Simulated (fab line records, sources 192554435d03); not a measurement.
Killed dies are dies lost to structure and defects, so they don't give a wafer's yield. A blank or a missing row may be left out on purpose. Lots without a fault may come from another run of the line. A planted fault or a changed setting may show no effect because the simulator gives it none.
fab line records | flow n5_finfet
record lots=7 wafers=21
route steps=1938 shown MOL_CONTACT_COAG@531 BEOL_M0_SAQP@652 BEOL_M1@770 BEOL_M2@870 BEOL_M3@957
start_h: hours from the record's first day to the start of the lot's first wafer shown | wait_h: hours since the lot's step before | " the same as in the row above | L1.1+2: a row that stands for several wafers | - no value, or no start given | * or withheld: withheld | < > ~ a bound
route shown NAME@n: a module of which the file shows steps, and the number in the route of the first | usual: mean/standard deviation of fault-free wafers | same: alike in all rows | chamber/n: place in a boat | sites: the reading at each site | _std_site: their standard deviation | _edge_site: outer sites' mean less inner sites' | radius_mm: how far each site lies from the wafer's centre | mask NAME#n: copy n | behind: the tool/chamber that last shaped the wafer | hold: why the lot was held/for how many hours/how that ended | device: the transistor (n, p or np) that didn't switch | end of line: the same wafers' tests at the end of the route | a step without rows: its recipe alone | killed: dies lost to structure and defects at the first sort, not the wafer's yield | map: a wafer's dies, x killed, . not, _ none there
set.NAME: the setting as run; set.NAME@STEP: as run at that earlier step | model.NAME: the simulator's own value behind a step, which no gauge read
lots whose settings were changed on purpose; a table a step, a row a wafer
## steps
# step N5_MOL_CONTACT_COAG_ETCH_105
# recipe chemistry=CF4 target=SiARC target_depth_a=156 mask_material=CAR-EUV time_s=26 ion_energy_ev=80 pressure_mtorr=40 source_w=545 bias_w=36 Ar_flow_sccm=100 cf4_flow_sccm=100 ends=cleared
# usual rf_vpp_V=183.9/1.4
# columns lot.wafer tool chamber start_h wait_h set.bias_w rf_vpp_V
L080.1 rie_diel-01 3 127.13 0.0 36 186.3
L080.2 " 1 " " 36 182.8
L080.3 " 2 " " 36 184.9
L082.2 rie_diel-04 2 134.26 0.0 36 184.3
L082.3 " 1 " " 36 182.0
L082.6 " 0 " " 36 184.1
L085.4 rie_diel-05 0 156.66 0.0 41.01 198.9
L085.5 " 3 " " 36 184.5
L085.6 " 2 " " 41.01 199.2
L088.1 rie_diel-05 1 173.58 0.0 30.76 165.7
L088.5 " 3 " " 30.76 165.2
L088.6 " 0 " " 36 182.6
L094.1 rie_diel-04 0 212.49 0.0 36 186.5
L094.2 " 3 " " 36 186.2
L094.5 " 1 " " 36 185.8
L096.3 rie_diel-04 3 226.50 0.0 42.43 203.5
L096.4 " 0 " " 42.43 203.9
L096.5 " 1 " " 36 187.1
L097.3 rie_diel-04 0 227.32 0.0 36 184.5
L097.4 " 3 " " 33.15 175.3
L097.6 " 0 " " 36 185.3
# step N5_MOL_CONTACT_COAG_EXPOSE_81
# recipe mask_id=VG na=0.33 source_shape=annular sigma_inner=0.3 sigma_outer=0.7 polarization=unpolarized defocus_nm=0 dose_mj=59.5
# columns lot.wafer tool chamber start_h wait_h mask set.dose_mj
L080.1+2 euv_scanner-02 0 136.30 - VG#0 55.82
L080.3 " 0 " " VG#0 59.5
L082.2+3+6 euv_scanner-02 0 145.36 - VG#0 59.5
L085.4+6 euv_scanner-01 0 166.26 - VG#0 63.74
L085.5 " 0 " " VG#0 59.5
L088.1 euv_scanner-01 0 184.63 - VG#0 60.72
L088.5+6 " 0 " " VG#0 59.5
L094.1+2 euv_scanner-02 0 220.95 - VG#0 62.43
L094.5 " 0 " " VG#0 59.5
L096.3+5 euv_scanner-02 0 236.07 - VG#0 63.29
L096.4 " 0 " " VG#0 59.5
L097.3+4+6 euv_scanner-02 0 239.24 - VG#0 58.08
# step N5_MOL_CONTACT_COAG_PEB_82
# recipe peb_temp_c=100 peb_time_s=60 resist=CAR-EUV
# step N5_MOL_CONTACT_COAG_DEVELOP_83
# recipe develop_time_s=30 developer=TMAH resist=CAR-EUV rinse_liquid=surfactant_rinse dry=air_spin dev_temp_c=23
# step N5_MOL_CONTACT_COAG_CD_MEAS_84
# recipe target_cd_nm=25.1 landing_energy_ev=500 detector=se_inlens polarity=opening
# usual cd_nm=25.10/0.23
# columns lot.wafer tool chamber start_h wait_h set.dose_mj@MOL_CONTACT_COAG_EXPOSE_81 cd_nm
L080.1 cd_sem-02 0 136.44 - 55.82 23.68
L080.2 " 0 " " 55.82 23.69
L080.3 " 0 " " 59.5 25.82
L082.2 cd_sem-01 0 145.50 - 59.5 25.36
L082.3 " 0 " " 59.5 25.67
L082.6 " 0 " " 59.5 25.34
L085.4 cd_sem-03 0 166.38 - 63.74 26.57
L085.5 " 0 " " 59.5 25.16
L085.6 " 0 " " 63.74 26.49
L088.1 cd_sem-02 0 184.78 - 60.72 25.15
L088.5 " 0 " " 59.5 24.76
L088.6 " 0 " " 59.5 25.18
L094.1 cd_sem-01 0 221.10 - 62.43 26.08
L094.2 " 0 " " 62.43 25.77
L094.5 " 0 " " 59.5 25.14
L096.3 cd_sem-02 0 236.20 - 63.29 25.77
L096.4 " 0 " " 59.5 25.00
L096.5 " 0 " " 63.29 26.59
L097.3 cd_sem-01 0 239.37 - 58.08 24.24
L097.4 " 0 " " 58.08 24.34
L097.6 " 0 " " 58.08 24.46
# step N5_MOL_CONTACT_COAG_ETCH_91
# recipe chemistry=N2/H2 target=SOC target_depth_a=600 overetch_a=210 mask_material=SiARC temp_c=40 time_s=101.2 ion_energy_ev=200 pressure_mtorr=30 source_w=840 bias_w=150 n2_flow_sccm=200 h2_flow_sccm=200
# columns lot.wafer tool chamber start_h wait_h set.time_s model.SiARC_of_MOL_CONTACT_COAG_COAT_76.thk_nm
L080.1 rie_diel-04 0 136.91 0.0 89.69 6.4
L080.2+3 " 3,2 " " 101.2 5.8
L082.2 rie_diel-05 1 146.24 0.0 101.2 6
L082.3+6 " 2,0 " " 101.2 5.8
L085.4+6 rie_diel-04 0,2 166.88 0.0 101.2 5.8
L085.5 " 1 " " 101.2 6
L088.1 rie_diel-04 0 185.67 0.0 117.4 5
L088.5 " 2 " " 117.4 5.2
L088.6 " 0 " " 101.2 5.8
L094.1 rie_diel-04 0 221.57 0.0 118.3 5.2
L094.2 " 1 " " 101.2 6
L094.5 " 3 " " 118.3 4.8
L096.3+4+5 rie_diel-05 0,3,2 236.67 0.0 101.2 5.8
L097.3 rie_diel-01 1 240.02 0.0 93.58 6.4
L097.4 " 3 " " 101.2 5.6
L097.6 " 1 " " 101.2 6
# step N5_BEOL_M0_SAQP_DESCUM_19
# recipe chemistry=O2 time_s=7.9 source_power_w=50 bias_power_w=20 pressure_mtorr=20 rf_frequency_hz=2.712e+07 temp_c=40 resist=CAR-ArF o2_flow_sccm=225
# columns lot.wafer tool chamber start_h wait_h set.time_s model.CAR-ArF_of_BEOL_M0_SAQP_COAT_08.thk_nm
L080.1 rie_diel-06 3 145.55 0.0 8.799 83.4
L080.2+3 " 2,0 " " 7.9 84.2
L082.2+3 rie_diel-03 3,1 153.41 0.0 7.9 83.8
L082.6 " 0 " " 7.9 83.4
L085.4 rie_diel-06 2 174.50 0.0 7.9 84.8
L085.5 " 2 " " 9.39 83.6
L085.6 " 3 " " 9.39 83.4
L088.1 rie_diel-06 3 194.10 0.0 7.9 84
L088.5 " 3 " " 6.634 84.8
L088.6 " 0 " " 7.9 83.6
L094.1+2 rie_diel-02 1,3 228.48 0.0 7.308 83.8
L094.5 " 3 " " 7.9 83.2
L096.3 rie_diel-02 2 244.47 0.0 9.24 83
L096.4+5 " 0 " " 7.9 83.6
L097.3 rie_diel-06 2 249.01 0.0 7.9 84.2
L097.4+6 " 1 " " 7.9 83.6
# step N5_BEOL_M0_SAQP_ETCH_83
# recipe chemistry=CF4 target=SiARC target_depth_a=390 mask_material=CAR-ArF time_s=65 ion_energy_ev=80 pressure_mtorr=40 source_w=545 bias_w=36 Ar_flow_sccm=100 cf4_flow_sccm=100 ends=cleared
# columns lot.wafer tool chamber start_h wait_h set.time_s@BEOL_M0_SAQP_DESCUM_19 model.CAR-ArF_of_BEOL_M0_SAQP_COAT_08.thk_nm
L080.1 rie_diel-06 3 145.58 0.0 8.799 55.6
L080.2+3 " 2,0 " " 7.9 56.2
L082.2 rie_diel-03 3 153.45 0.0 7.9 55.8
L082.3 " 1 " " 7.9 56
L082.6 " 0 " " 7.9 55.6
L085.4 rie_diel-06 2 174.54 0.0 7.9 57
L085.5+6 " 2,3 " " 9.39 55.6
L088.1 rie_diel-06 3 194.13 0.0 7.9 56
L088.5 " 3 " " 6.634 56.8
L088.6 " 0 " " 7.9 55.6
L094.1 rie_diel-02 1 228.51 0.0 7.308 55.8
L094.2 " 3 " " 7.308 56
L094.5 " 3 " " 7.9 55.2
L096.3 rie_diel-02 2 244.51 0.0 9.24 55
L096.4+5 " 0 " " 7.9 55.6
L097.3 rie_diel-06 2 249.05 0.0 7.9 56.2
L097.4+6 " 1 " " 7.9 55.6
# step N5_BEOL_M0_SAQP_COAT_72
# recipe resist=SiARC temp_c=220 time_s=60 spin_rpm=1500 resist_thk_nm=15
# columns lot.wafer tool chamber start_h wait_h set.spin_rpm model.SiARC_of_BEOL_M0_SAQP_COAT_72.thk_nm
L080.1+2+3 litho_track-04 0 - - 1500 15
L082.2+3+6 litho_track-04 0 - - 1500 15
L085.4 litho_track-03 0 - - 1414 15.4
L085.5 " 0 " " 1500 15.2
L085.6 " 0 " " 1414 15.6
L088.1 litho_track-01 0 - - 1500 15
L088.5+6 " 0 " " 1457 15.4
L094.1+2+5 litho_track-03 0 - - 1500 15
L096.3+4 litho_track-03 0 - - 1500 15
L096.5 " 0 " " 1402 15.6
L097.3+4+6 litho_track-03 0 - - 1500 15
# step N5_BEOL_M0_SAQP_EXPOSE_37
# recipe mask_id=M0_CUT1 na=0.33 source_shape=annular sigma_inner=0.35 sigma_outer=0.8 polarization=unpolarized target_cd_nm=30 dose_mj=44.75
# columns lot.wafer tool chamber start_h wait_h mask set.dose_mj
L080.1+2 euv_scanner-01 0 149.23 - M0_CUT1#0 43.13
L080.3 " 0 " " M0_CUT1#0 44.75
L082.2+3+6 euv_scanner-01 0 157.97 - M0_CUT1#0 44.75
L085.4 euv_scanner-01 0 179.64 - M0_CUT1#0 43.47
L085.5+6 " 0 " " M0_CUT1#0 44.75
L088.1+6 euv_scanner-01 0 199.21 - M0_CUT1#0 44.75
L088.5 " 0 " " M0_CUT1#0 42.56
L094.1+2 euv_scanner-01 0 232.04 - M0_CUT1#0 44.75
L094.5 " 0 " " M0_CUT1#0 46.47
L096.3+4+5 euv_scanner-02 0 248.37 - M0_CUT1#0 44.75
L097.3+4+6 euv_scanner-02 0 252.54 - M0_CUT1#0 44.75
# step N5_BEOL_M0_SAQP_PEB_38
# recipe peb_temp_c=100 peb_time_s=60 resist=CAR-EUV
# step N5_BEOL_M0_SAQP_DEVELOP_39
# recipe develop_time_s=30 developer=TMAH resist=CAR-EUV rinse_liquid=surfactant_rinse dry=air_spin dev_temp_c=23
# step N5_BEOL_M0_SAQP_DESCUM_45
# recipe chemistry=O2 time_s=7 source_power_w=50 bias_power_w=20 pressure_mtorr=20 rf_frequency_hz=2.712e+07 temp_c=40 resist=CAR-EUV o2_flow_sccm=225
# columns lot.wafer tool chamber start_h wait_h set.dose_mj@BEOL_M0_SAQP_EXPOSE_37 model.BEOL_M0_SAQP.cd_nm
L080.1+2 rie_diel-03 3,0 149.48 0.0 43.13 29.2
L080.3 " 1 " " 44.75 30
L082.2+3 rie_diel-06 0,2 158.22 0.0 44.75 30.2
L082.6 " 0 " " 44.75 30.4
L085.4 rie_diel-02 1 179.89 0.0 43.47 29
L085.5+6 " 3,0 " " 44.75 29.8
L088.1 rie_diel-02 1 199.46 0.0 44.75 29.8
L088.5 " 0 " " 42.56 28.8
L088.6 " 3 " " 44.75 30
L094.1+2 rie_diel-03 0,1 232.30 0.0 44.75 29.8
L094.5 " 1 " " 46.47 30.6
L096.3+5 rie_diel-06 0,2 248.61 0.0 44.75 30
L096.4 " 2 " " 44.75 30.2
L097.3 rie_diel-03 0 252.79 0.0 44.75 29.8
L097.4+6 " 2 " " 44.75 30
# step N5_BEOL_M0_SAQP_ETCH_88
# recipe chemistry=N2/H2 target=underlayer target_depth_a=65 time_s=5.2 ion_energy_ev=200 mask_material=CAR-EUV pressure_mtorr=30 source_w=840 bias_w=150 n2_flow_sccm=200 h2_flow_sccm=200 ends=cleared
# columns lot.wafer tool chamber start_h wait_h set.dose_mj@BEOL_M0_SAQP_EXPOSE_37 model.BEOL_M0_SAQP.cd_nm
L080.1+2 rie_diel-03 3,0 149.52 0.0 43.13 29.2
L080.3 " 1 " " 44.75 30
L082.2+3 rie_diel-06 0,2 158.25 0.0 44.75 30.4
L082.6 " 0 " " 44.75 30.6
L085.4 rie_diel-02 1 179.91 0.0 43.47 29
L085.5 " 3 " " 44.75 30
L085.6 " 0 " " 44.75 29.8
L088.1 rie_diel-02 1 199.50 0.0 44.75 29.8
L088.5 " 0 " " 42.56 28.8
L088.6 " 3 " " 44.75 30.2
L094.1 rie_diel-03 0 232.33 0.0 44.75 29.6
L094.2 " 1 " " 44.75 29.8
L094.5 " 1 " " 46.47 30.6
L096.3+4+5 rie_diel-06 0,2,2 248.64 0.0 44.75 30.2
L097.3 rie_diel-03 0 252.82 0.0 44.75 29.6
L097.4 " 2 " " 44.75 29.8
L097.6 " 2 " " 44.75 30
# step N5_BEOL_M0_SAQP_ETCH_73
# recipe chemistry=CF4 target=SiARC target_depth_a=195 mask_material=CAR-EUV time_s=32.5 ion_energy_ev=80 pressure_mtorr=40 source_w=545 bias_w=36 Ar_flow_sccm=100 cf4_flow_sccm=100 ends=cleared
# columns lot.wafer tool chamber start_h wait_h set.spin_rpm@BEOL_M0_SAQP_COAT_72 model.etch.depth_nm
L080.1 rie_diel-03 3 149.53 0.0 1500 15.06
L080.2 " 0 " " 1500 15.02
L080.3 " 1 " " 1500 15.05
L082.2 rie_diel-06 0 158.27 0.0 1500 15.01
L082.3 " 2 " " 1500 14.98
L082.6 " 0 " " 1500 15.06
L085.4 rie_diel-02 1 179.94 0.0 1414 15.48
L085.5 " 3 " " 1500 15.1
L085.6 " 0 " " 1414 15.52
L088.1 rie_diel-02 1 199.51 0.0 1500 15.08
L088.5 " 0 " " 1457 15.31
L088.6 " 3 " " 1457 15.33
L094.1+2+5 rie_diel-03 0,1,1 232.35 0.0 1500 15.06
L096.3 rie_diel-06 0 248.66 0.0 1500 14.97
L096.4 " 2 " " 1500 14.98
L096.5 " 2 " " 1402 15.52
L097.3 rie_diel-03 0 252.84 0.0 1500 15.04
L097.4+6 " 2 " " 1500 15
# step N5_BEOL_M1_ETCH_64
# recipe chemistry=N2/H2 target=SOC target_depth_a=750 overetch_a=150 mask_material=SiARC temp_c=40 time_s=112.5 ion_energy_ev=200 pressure_mtorr=30 source_w=840 bias_w=150 n2_flow_sccm=200 h2_flow_sccm=200
# usual rf_vpp_V=524.0/2.1
# columns lot.wafer tool chamber start_h wait_h set.source_w rf_vpp_V
L080.1 rie_diel-03 3 158.87 0.0 918.3 511.0
L080.2 " 1 " " 840 521.7
L080.3 " 2 " " 918.3 510.0
L082.2 rie_diel-02 1 166.66 0.0 840 524.4
L082.3 " 0 " " 840 526.6
L082.6 " 0 " " 840 525.5
L085.4 rie_diel-02 3 191.09 0.1 840 521.8
L085.5 " 0 " " 840 525.5
L085.6 " 1 " " 840 526.1
L088.1 rie_diel-03 0 210.64 0.0 757.7 540.8
L088.5 " 0 " " 757.7 539.4
L088.6 " 3 " " 840 525.5
L094.1 rie_diel-06 2 240.75 0.0 840 524.3
L094.2 " 0 " " 954.6 502.6
L094.5 " 1 " " 840 522.4
L096.3 rie_diel-06 2 257.64 0.0 790.3 533.3
L096.4 " 3 " " 790.3 537.1
L096.5 " 1 " " 840 522.5
L097.3 rie_diel-02 0 261.24 0.0 895.8 515.1
L097.4 " 3 " " 895.8 512.3
L097.6 " 1 " " 840 525.0
# step N5_BEOL_M2_COAT_22
# recipe resist=CAR-EUV spin_rpm=1500 resist_thk_nm=30
# columns lot.wafer tool chamber start_h wait_h set.spin_rpm model.CAR-EUV_of_BEOL_M2_COAT_22.thk_nm
L080.1 litho_track-05 0 - - 1439 30.6
L080.2 " 0 " " 1500 30
L080.3 " 0 " " 1500 30.2
L082.2+3 litho_track-05 0 - - 1500 30
L082.6 " 0 " " 1500 29.8
L085.4+6 litho_track-01 0 - - 1500 30
L085.5 " 0 " " 1444 30.6
L088.1+6 litho_track-03 0 - - 1362 31.4
L088.5 " 0 " " 1500 29.8
L094.1 litho_track-03 0 - - 1500 30
L094.2+5 " 0 " " 1335 31.8
L096.3+5 litho_track-03 0 - - 1628 28.8
L096.4 " 0 " " 1500 30
L097.3+4 litho_track-05 0 - - 1500 30
L097.6 " 0 " " 1365 31.6
# step N5_BEOL_M2_EBR_24
# recipe solvent=PGMEA ebr_width_mm=1.5
# step N5_BEOL_M2_SOFTBAKE_23
# recipe temp_c=110 time_s=60 resist=CAR-EUV
# step N5_BEOL_M2_EXPOSE_25
# recipe mask_id=V1 na=0.33 source_shape=quasar sigma_inner=0.2 sigma_outer=0.8 polarization=unpolarized defocus_nm=5 dose_mj=63
# step N5_BEOL_M2_PEB_26
# recipe peb_temp_c=100 peb_time_s=60 resist=CAR-EUV
# step N5_BEOL_M2_DEVELOP_27
# recipe develop_time_s=30 developer=TMAH resist=CAR-EUV rinse_liquid=surfactant_rinse dry=air_spin dev_temp_c=23
# columns lot.wafer tool chamber start_h wait_h set.spin_rpm@BEOL_M2_COAT_22 model.CAR-EUV_of_BEOL_M2_COAT_22.thk_nm
L080.1 litho_track-03 0 - - 1439 30.2
L080.2 " 0 " " 1500 29.6
L080.3 " 0 " " 1500 29.8
L082.2+3+6 litho_track-01 0 - - 1500 29.4
L085.4+6 litho_track-01 0 - - 1500 29.6
L085.5 " 0 " " 1444 30.2
L088.1 litho_track-03 0 - - 1362 30.8
L088.5 " 0 " " 1500 29.4
L088.6 " 0 " " 1362 31
L094.1 litho_track-03 0 - - 1500 29.6
L094.2 " 0 " " 1335 31.4
L094.5 " 0 " " 1335 31.2
L096.3+5 litho_track-03 0 - - 1628 28.4
L096.4 " 0 " " 1500 29.6
L097.3 litho_track-03 0 - - 1500 29.4
L097.4 " 0 " " 1500 29.6
L097.6 " 0 " " 1365 31
# step N5_BEOL_M2_DESCUM_33
# recipe chemistry=O2 time_s=7 source_power_w=50 bias_power_w=20 pressure_mtorr=20 rf_frequency_hz=2.712e+07 temp_c=40 resist=CAR-EUV o2_flow_sccm=225
# step N5_BEOL_M2_ETCH_77
# recipe chemistry=N2/H2 target=underlayer target_depth_a=65 mask_material=CAR-EUV time_s=5.2 ion_energy_ev=200 pressure_mtorr=30 source_w=840 bias_w=150 n2_flow_sccm=200 h2_flow_sccm=200 ends=cleared
# step N5_BEOL_M2_ETCH_69
# recipe chemistry=CF4 target=SiARC target_depth_a=156 mask_material=CAR-EUV time_s=26 ion_energy_ev=80 pressure_mtorr=40 source_w=545 bias_w=36 Ar_flow_sccm=100 cf4_flow_sccm=100 ends=cleared
# columns lot.wafer tool chamber start_h wait_h set.spin_rpm@BEOL_M2_COAT_22 model.CAR-EUV_of_BEOL_M2_COAT_22.thk_nm
L080.1 rie_diel-05 1 172.14 0.0 1439 12
L080.2 " 0 " " 1500 11
L080.3 " 2 " " 1500 11.2
L082.2+6 rie_diel-01 1 179.98 0.0 1500 11
L082.3 " 0 " " 1500 11.2
L085.4 rie_diel-01 1 204.25 0.0 1500 11.2
L085.5 " 2 " " 1444 11.8
L085.6 " 0 " " 1500 11.4
L088.1 rie_diel-04 0 219.92 0.0 1362 12.6
L088.5 " 1 " " 1500 11
L088.6 " 3 " " 1362 12.4
L094.1 rie_diel-04 1 250.72 0.0 1500 11.2
L094.2+5 " 3 " " 1335 12.8
L096.3 rie_diel-05 2 266.59 0.0 1628 10
L096.4 " 1 " " 1500 11.2
L096.5 " 2 " " 1628 9.8
L097.3+4 rie_diel-04 0,3 276.24 0.0 1500 11
L097.6 " 2 " " 1365 12.8
# step N5_BEOL_M2_ALD_98
# recipe material=SiO2 target_thk_a=25 temp_c=100 ald_precursor_family=BDEAS ald_co_reactant=O2-plasma pulse_time_s=1 co_reactant_pulse_time_s=1 purge_time_s=2 co_reactant_purge_time_s=2 ald_cycles=17 pressure_torr=2
# columns lot.wafer tool chamber start_h wait_h set.ald_cycles model.SiO2_of_BEOL_M2_ALD_98.thk_nm
L080.1 ald_sin-01 0 172.22 0.1 17 2.6
L080.2+3 " 3,1 " " 16 2.4
L082.2 ald_sin-01 1 180.06 0.1 17 2.6
L082.3+6 " 0,1 " " 17 2.4
L085.4+6 ald_sin-04 2,3 204.30 0.0 17 2.6
L085.5 " 2 " " 14 2
L088.1 ald_sin-04 1 220.01 0.1 17 2.6
L088.5 " 0 " " 20 3
L088.6 " 3 " " 17 2.4
L094.1+5 ald_sin-04 0,1 250.80 0.1 16 2.4
L094.2 " 2 " " 17 2.6
L096.3+5 ald_sin-03 3 266.68 0.1 17 2.6
L096.4 " 2 " " 17 2.4
L097.3+6 ald_sin-03 1,2 276.32 0.1 17 2.6
L097.4 " 0 " " 19 2.8
# step N5_BEOL_M3_COAT_67
# recipe resist=SOC temp_c=250 time_s=60 spin_rpm=1500 resist_thk_nm=60
# columns lot.wafer tool chamber start_h wait_h set.spin_rpm model.SOC_of_BEOL_M3_COAT_67.thk_nm
L080.1+3 litho_track-04 0 186.70 0.0 1548 58.8
L080.2 " 0 " " 1500 59.8
L082.2+3 litho_track-02 0 194.98 0.0 1500 60
L082.6 " 0 " " 1500 60.2
L085.4+5 litho_track-05 0 214.57 0.0 1500 60.2
L085.6 " 0 " " 1500 60
L088.1+5+6 litho_track-05 0 227.82 0.0 1591 58.2
L094.1+2 litho_track-05 0 264.25 0.0 1500 60
L094.5 " 0 " " 1333 63.8
L096.3 litho_track-05 0 282.04 0.0 1500 59.8
L096.4+5 " 0 " " 1500 60.2
L097.3+4 litho_track-05 0 285.11 0.0 1662 57.2
L097.6 " 0 " " 1500 60.2
## key
split step=N5_MOL_CONTACT_COAG_ETCH_105 setting=bias_w stated=36 by=wafer
response step=N5_MOL_CONTACT_COAG_ETCH_105 reading=rf_vpp_V change=+1.05 per=1% r=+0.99
split step=N5_MOL_CONTACT_COAG_EXPOSE_81 setting=dose_mj stated=59.5 by=wafer
response step=N5_MOL_CONTACT_COAG_CD_MEAS_84 reading=cd_nm change=+0.22 per=1% r=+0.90
split step=N5_MOL_CONTACT_COAG_ETCH_91 setting=time_s stated=101.2 by=wafer
response step=N5_MOL_CONTACT_COAG_ETCH_91 reading=model.SiARC_of_MOL_CONTACT_COAG_COAT_76.thk_nm change=-0.0542 per=1% r=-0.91
split step=N5_BEOL_M0_SAQP_DESCUM_19 setting=time_s stated=7.9 by=wafer
response step=N5_BEOL_M0_SAQP_DESCUM_19 reading=model.CAR-ArF_of_BEOL_M0_SAQP_COAT_08.thk_nm change=-0.0592 per=1% r=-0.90
response step=N5_BEOL_M0_SAQP_ETCH_83 reading=model.CAR-ArF_of_BEOL_M0_SAQP_COAT_08.thk_nm change=-0.0596 per=1% r=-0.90
split step=N5_BEOL_M0_SAQP_COAT_72 setting=spin_rpm stated=1500 by=wafer
response step=N5_BEOL_M0_SAQP_COAT_72 reading=model.SiARC_of_BEOL_M0_SAQP_COAT_72.thk_nm change=-0.081 per=1% r=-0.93
response step=N5_BEOL_M0_SAQP_ETCH_73 reading=model.etch.depth_nm change=-0.0786 per=1% r=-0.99
split step=N5_BEOL_M0_SAQP_EXPOSE_37 setting=dose_mj stated=44.75 by=wafer
response step=N5_BEOL_M0_SAQP_DESCUM_45 reading=model.BEOL_M0_SAQP.cd_nm change=+0.227 per=1% r=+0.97
response step=N5_BEOL_M0_SAQP_ETCH_88 reading=model.BEOL_M0_SAQP.cd_nm change=+0.247 per=1% r=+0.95
split step=N5_BEOL_M1_ETCH_64 setting=source_w stated=840 by=wafer
response step=N5_BEOL_M1_ETCH_64 reading=rf_vpp_V change=-1.52 per=1% r=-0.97
split step=N5_BEOL_M2_COAT_22 setting=spin_rpm stated=1500 by=wafer
response step=N5_BEOL_M2_COAT_22 reading=model.CAR-EUV_of_BEOL_M2_COAT_22.thk_nm change=-0.163 per=1% r=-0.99
response step=N5_BEOL_M2_DEVELOP_27 reading=model.CAR-EUV_of_BEOL_M2_COAT_22.thk_nm change=-0.155 per=1% r=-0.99
response step=N5_BEOL_M2_ETCH_69 reading=model.CAR-EUV_of_BEOL_M2_COAT_22.thk_nm change=-0.165 per=1% r=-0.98
split step=N5_BEOL_M2_ALD_98 setting=ald_cycles stated=17 by=wafer
response step=N5_BEOL_M2_ALD_98 reading=model.SiO2_of_BEOL_M2_ALD_98.thk_nm change=+0.029 per=1% r=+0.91
split step=N5_BEOL_M3_COAT_67 setting=spin_rpm stated=1500 by=wafer
response step=N5_BEOL_M3_COAT_67 reading=model.SOC_of_BEOL_M3_COAT_67.thk_nm change=-0.311 per=1% r=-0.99
